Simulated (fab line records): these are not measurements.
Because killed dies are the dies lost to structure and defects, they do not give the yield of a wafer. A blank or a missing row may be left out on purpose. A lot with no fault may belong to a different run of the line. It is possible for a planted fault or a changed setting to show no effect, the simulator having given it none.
Commonality check across tools | flow nand_harc | Sampled: 3 lots, 9 wafers

== WHY THIS WAS OPENED ==
At NHARC_END_SORT_01 the reading killed_at_array is flagged on 3 of 3 lots. No-fault wafers: 26, standard deviation 11.
Rule: a lot gets a flag if all its wafers with a number sit over 4 standard deviations from that mean, or if no wafer of it has a number. All remaining lots are regarded as sound.

lot  | measured     | on        | killed_at_array, wafer by wafer | flag
L210 | day 24 00:25 | prober-02 | 676 675 665                     | FLAGGED
L215 | day 24 08:00 | prober-01 | 673 675 674                     | FLAGGED
L218 | day 24 23:51 | prober-02 | 670 670 673                     | FLAGGED
The mean of the flagged lots' numbers is 672, +646 from the usual (+59 standard deviations).

== LOT BY LOT: THE TOOL USED ==
4 process steps preceding the reading are held in the record, out of 1159 steps in the route. Every cell lists first the tool, next ch and the chambers used by the sampled wafers, and last the start.
lot  | flag    | NHARC_A_STAIRCASE_ETCH_294                    | NHARC_A_STAIRCASE_CVD_552                                   | NHARC_A_STAIRCASE_DEP_151       | NHARC_A_STAIRCASE_DEP_322
L210 | FLAGGED | rie_diel-06 ch 0,1,2, day 15 01:35 or earlier | lpcvd-02 ch 0, day 15 01:35                                 | pecvd-04 ch 0,1, day 15 12:19   | pecvd-02 ch 0,1, day 15 17:02
L215 | FLAGGED | rie_diel-13 ch 2,3, day 15 13:49 or earlier   | lpcvd-02 ch 0, day 15 13:49 and lpcvd-01 ch 0, day 15 18:29 | pecvd-01 ch 0,1,2, day 15 22:28 | pecvd-04 ch 1,2, day 16 03:20
L218 | FLAGGED | rie_diel-06 ch 0,2,3, day 16 12:37 or earlier | lpcvd-01 ch 0, day 16 12:37                                 | pecvd-02 ch 1,2, day 16 23:38   | pecvd-01 ch 0,1,2, day 17 04:46
These steps, and what they do:
- NHARC_A_STAIRCASE_ETCH_294: etches the open film in C4F8/O2/Ar, target depth 4992 nm, time 1212.4 s.
- NHARC_A_STAIRCASE_CVD_552: deposits SiNx, target thk 40 nm.
- NHARC_A_STAIRCASE_DEP_151: deposits SiO2, target thk 3800 nm.
- NHARC_A_STAIRCASE_DEP_322: deposits SiO2, target thk 3800 nm.
- NHARC_END_SORT_01

== FLAGGED AGAINST TOTAL, ONE TOOL AT A TIME (gauges that did the reading follow at the end) ==
step                       | tool        | lots run | flagged | share of the flagged lots | sound lots run after its first flagged lot
NHARC_A_STAIRCASE_ETCH_294 | rie_diel-06 | 2        | 2       | some                      | 0
NHARC_A_STAIRCASE_ETCH_294 | rie_diel-13 | 1        | 1       | some                      | 0
NHARC_A_STAIRCASE_CVD_552  | lpcvd-01    | 2        | 2       | some                      | 0
NHARC_A_STAIRCASE_CVD_552  | lpcvd-02    | 2        | 2       | some                      | 0
NHARC_A_STAIRCASE_DEP_151  | pecvd-01    | 1        | 1       | some                      | 0
NHARC_A_STAIRCASE_DEP_151  | pecvd-02    | 1        | 1       | some                      | 0
NHARC_A_STAIRCASE_DEP_151  | pecvd-04    | 1        | 1       | some                      | 0
NHARC_A_STAIRCASE_DEP_322  | pecvd-01    | 1        | 1       | some                      | 0
NHARC_A_STAIRCASE_DEP_322  | pecvd-02    | 1        | 1       | some                      | 0
NHARC_A_STAIRCASE_DEP_322  | pecvd-04    | 1        | 1       | some                      | 0
NHARC_END_SORT_01          | prober-01   | 1        | 1       | some                      | 0
NHARC_END_SORT_01          | prober-02   | 2        | 2       | some                      | 0
NHARC_A_STAIRCASE_ETCH_294: start missing for some lots; hours and lot order therefore follow NHARC_A_STAIRCASE_CVD_552.

== WHAT IS ALLOWED BY THE TABLE ==
No row of the table ran every flagged lot.

== WHAT WAS PUT IN BY THE SIMULATOR ==
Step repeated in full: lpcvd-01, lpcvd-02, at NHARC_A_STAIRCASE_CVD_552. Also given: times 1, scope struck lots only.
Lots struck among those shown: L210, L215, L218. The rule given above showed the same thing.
